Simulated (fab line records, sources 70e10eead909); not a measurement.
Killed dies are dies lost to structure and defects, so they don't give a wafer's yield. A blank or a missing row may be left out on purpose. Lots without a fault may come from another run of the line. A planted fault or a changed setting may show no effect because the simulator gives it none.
A struck lot beside a sound one | flow nand_harc | 14 steps out of a route of 1302
Sound: wafers L406.2, L406.3, L406.6. Struck: wafers L418.5, L418.6. (L418.4 of the same lot was not struck and is left out.) The cause comes at the end.
At each step with rows: each side's tool, then ch and its chambers, then its first start. Under that, the readings that differ: sound wafers | struck wafers | difference of the means | sigmas: that difference in standard deviations of wafers without a fault.
alike: readings whose means differ by less than 2 such deviations, and words and numbers that are the same on both sides. not compared: withheld readings, readings that some wafer has no value for, bounds like >300 that may hide the same value, and numbers for which the record gives no deviation and whose values overlap.
The two part at a step that has a row with sigmas, a row that says differs or no value, or rows on one side only. Numbers that don't overlap but have no deviation are shown without sigmas and don't part them. A reading that every wafer of one side lacks parts them only if that side has two wafers or more.

NHARC_A_ONON_D2_THK_MEAS_30: measures by ellipsometry.
  sound on film_metro-01, day 14 08:27; struck on film_metro-02, day 19 10:44
  alike: thk_nm
NHARC_A_ONON_D2_DEP_33: deposits SiO2, target thk 200 nm.
  sound on pecvd-04 ch 0,1, day 14 08:41; struck on pecvd-04 ch 0,1, day 19 10:56
  alike: flow_sccm, heater_power_w, throttle_valve_pct
NHARC_A_ONON_D2_THK_MEAS_34: measures by ellipsometry.
  sound on film_metro-01, day 14 09:05; struck on film_metro-01, day 19 11:13
  alike: thk_nm
NHARC_A_ONON_D2_INSPECT_32:
  sound on defect_inspect-01, day 14 09:11; struck on defect_inspect-01, day 19 11:16
  alike: raw_defect_count
NHARC_A_CHANNEL_HOLE_D2_DEP_00: deposits aC, target thk 3100 nm.
  sound on acl_dep-01 ch 0, day 14 14:31; struck on acl_dep-03 ch 0, day 19 14:11
  alike: throttle_valve_pct
NHARC_A_CHANNEL_HOLE_D2_DEP_01: deposits SiON, target thk 140 nm.
  sound on pecvd-04 ch 0,1, day 14 16:08; struck on pecvd-01 ch 0,2, day 19 15:16
  alike: heater_power_w
then, 5 steps without rows for these wafers: NHARC_A_CHANNEL_HOLE_D2_DEHYDRATE_02 (time 120 s); NHARC_A_CHANNEL_HOLE_D2_HMDS_03 (time 30 s); NHARC_A_CHANNEL_HOLE_D2_COAT_36 (time 75 s); NHARC_A_CHANNEL_HOLE_D2_COAT_37 (time 65 s); NHARC_A_CHANNEL_HOLE_D2_COAT_04 (resist thk 90 nm).
NHARC_A_CHANNEL_HOLE_D2_SOFTBAKE_05: time 55 s.
  sound on litho_track-01 ch 0, day 14 16:00; struck on litho_track-04 ch 0, day 19 15:00
  reading                  | sound                | struck        | difference | sigmas
  heater_power_total_W (W) | 188.50 188.32 188.38 | 323.27 322.98 | +134.72    | +99 or more
then, 1 step without rows for these wafers: NHARC_A_CHANNEL_HOLE_D2_EBR_06.
NHARC_END_SORT_01:
  the record has rows for the sound wafers here (prober-01 ch 0, day 26 01:38) and none for the struck ones

WHERE THEY PART
First at NHARC_A_CHANNEL_HOLE_D2_SOFTBAKE_05; last, within this record, at NHARC_END_SORT_01.

WHY: what the simulator had put in
Process parameter drift: litho_track-04, from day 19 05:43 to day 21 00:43, at NHARC_A_CHANNEL_HOLE_D2_SOFTBAKE_05. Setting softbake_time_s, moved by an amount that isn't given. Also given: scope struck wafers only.
